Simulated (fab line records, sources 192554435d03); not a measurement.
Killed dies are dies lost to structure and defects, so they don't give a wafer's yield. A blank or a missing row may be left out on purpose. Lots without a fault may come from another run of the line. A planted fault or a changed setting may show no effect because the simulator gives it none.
Split-lot experiment | flow n5_finfet | 7 lots, 21 wafers read, on a route of 1938 steps

THE SPLIT
At N5_BEOL_M6_PECVD_70 (deposits SiO2 from TEOS/O2, target thk 20 nm, time 22.7 s), the setting time_s was moved away from the recipe's 22.7 s on 8 of the 21 wafers read, by -8.4% to -4.8%. The other wafers ran this setting at the recipe's value.

FROM THE SPLIT TO THE READING: what the file shows between them, 15 steps
- N5_BEOL_M6_EXPOSE_08: exposes mask M6 (also split here: dose_mj)
- N5_BEOL_M6_PEB_09: peb time 60 s
- N5_BEOL_M6_DEVELOP_10: develop time 30 s
- N5_BEOL_M6_CD_MEAS_11: target cd 38.5 nm
- N5_BEOL_M6_DESCUM_16: chemistry O2, time 7.9 s
- N5_BEOL_M6_ETCH_61: etches SiARC in CF4, target depth 45.5 nm, time 75.8 s
- N5_BEOL_M6_ETCH_62: etches SOC in N2/H2, target depth 110 nm, overetch 22 nm, time 165 s
- N5_BEOL_M6_STRIP_68: strips in N2/H2
- N5_BEOL_M6_STRIP_67: strips in CF4
- N5_BEOL_M6_HM_OPEN_17: chemistry Cl2/BCl3, target TiN, target depth 20 nm, overetch 6 nm
- N5_BEOL_M6_STRIP_19: strips in O2
- N5_BEOL_M6_CD_MEAS_18: pitch 80 nm, target cd 40 nm
- N5_BEOL_M6_TRENCH_ETCH_37: etches SiCOH lowk in C4F6/O2, target depth 94.435 nm, time 31.5 s (also split here: bias_w)
- N5_BEOL_M6_ETCH_41: etches SiCN in CH3F/O2, target depth 29.7 nm, time 52 s
- N5_BEOL_M6_STRIP_80: strips in N2/H2, time 10 s

THE READING
SiO2_of_BEOL_M6_PECVD_70.thk_nm (the simulator's own value, which no gauge read), in nm, at N5_BEOL_M6_HM_STRIP_39 (strips TiN in peroxide tin strip, target depth 25 nm, time 158 s). The file gives no usual value for it. The 13 wafers here that ran the recipe average 19.9 nm, standard deviation 0.27 nm.

wafer  | tool, chamber at the split | time_s as run, s | against the recipe | SiO2_of_BEOL_M6_PECVD_70.thk_nm, nm | against lot-mates on the recipe
L075.1 | pecvd-02, 1,0              | 22.7             | recipe             | 19.6                                | -
L075.2 | pecvd-02, 1,0              | 22.7             | recipe             | 19.6                                | -
L075.6 | pecvd-02, 0                | 22.7             | recipe             | 20                                  | -
L078.1 | pecvd-03, 2                | 22.7             | recipe             | 19.4                                | -
L078.3 | pecvd-03, 0,2              | 21.55            | -5.1%              | 18.8                                | -0.6
L078.5 | pecvd-03, 0,2              | 21.55            | -5.1%              | 18.6                                | -0.8
L079.1 | pecvd-02, 1                | 22.7             | recipe             | 20                                  | -
L079.3 | pecvd-02, 2                | 22.7             | recipe             | 20                                  | -
L079.6 | pecvd-02, 0                | 22.7             | recipe             | 20.2                                | -
L081.4 | pecvd-02, 2,0              | 21.62            | -4.8%              | 19                                  | -1.4
L081.5 | pecvd-02, 2,0              | 21.62            | -4.8%              | 19                                  | -1.4
L081.6 | pecvd-02, 1                | 22.7             | recipe             | 20.4                                | -
L086.2 | pecvd-02, 1                | 22.7             | recipe             | 19.6                                | -
L086.3 | pecvd-02, 2                | 22.7             | recipe             | 19.8                                | -
L086.4 | pecvd-02, 0                | 22.7             | recipe             | 20                                  | -
L089.2 | pecvd-04, 2                | 22.7             | recipe             | 19.8                                | -
L089.3 | pecvd-04, 1                | 20.79            | -8.4%              | 17.8                                | -2.0
L089.6 | pecvd-04, 1                | 20.79            | -8.4%              | 18                                  | -1.8
L090.1 | pecvd-02, 0                | 20.91            | -7.9%              | 18.2                                | -1.8
L090.4 | pecvd-02, 0                | 22.7             | recipe             | 20                                  | -
L090.5 | pecvd-02, 1                | 20.91            | -7.9%              | 19.2                                | -0.8
Where a row lists several chambers, the file gives one row for several wafers and doesn't say which wafer went through which chamber.

THE FIT
A straight line over all 21 wafers: SiO2_of_BEOL_M6_PECVD_70.thk_nm changes by +0.199 nm for each +1% of time_s; r = +0.91; the points scatter about the line by 0.33 nm.
The same after taking each lot's own level away (the mean of its wafers on the recipe; 21 wafers): +0.2 nm for each +1%; r = +0.92; scatter 0.29 nm.
On that fit, the largest move of time_s shifts the reading by 1.7 nm.
The lots' own levels span 19.40 to 20.40 nm, that is 3.8 times the standard deviation above.
So the lot-to-lot level changes the slope little: the two slopes agree.
Check: with one of the wafers moved furthest among these (-8.4%) left out of the fit, the line predicts -1.61 nm for it against its lot-mates. It came out at -2 nm against them.

OTHER SPLITS ON THESE WAFERS
These wafers also went through other splits before the reading. Each is held against what the fit with the lots' levels taken away leaves over:
other split on the same wafers     | wafers away from the commonest value | r with SiO2_of_BEOL_M6_PECVD_70.thk_nm (lot level and that fit taken away)
N5_BEOL_M3_TRENCH_ETCH_37 time_s   | 10                                   | +0.00
N5_BEOL_M4_TRENCH_ETCH_37 source_w | 7                                    | +0.25
N5_BEOL_M6_EXPOSE_08 dose_mj       | 5                                    | -0.36
N5_BEOL_M6_TRENCH_ETCH_37 bias_w   | 5                                    | -0.29

THE WHOLE CHAIN: every reading that the file lists as answering this split, in the file's order
step                   | what it does                                                     | reading                                                                          | change (the file's fit)               | r (the file's)
N5_BEOL_M6_PECVD_70    | deposits SiO2 from TEOS/O2, target thk 20 nm, time 22.7 s        | SiO2_of_BEOL_M6_PECVD_70.thk_nm (the simulator's own value, which no gauge read) | +0.208 nm for each +1% of the setting | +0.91
N5_BEOL_M6_HM_STRIP_39 | strips TiN in peroxide tin strip, target depth 25 nm, time 158 s | SiO2_of_BEOL_M6_PECVD_70.thk_nm (the simulator's own value, which no gauge read) | +0.201 nm for each +1% of the setting | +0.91

THE FILE'S OWN FIT
SiO2_of_BEOL_M6_PECVD_70.thk_nm changes by +0.201 nm for each +1% of time_s, r = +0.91.
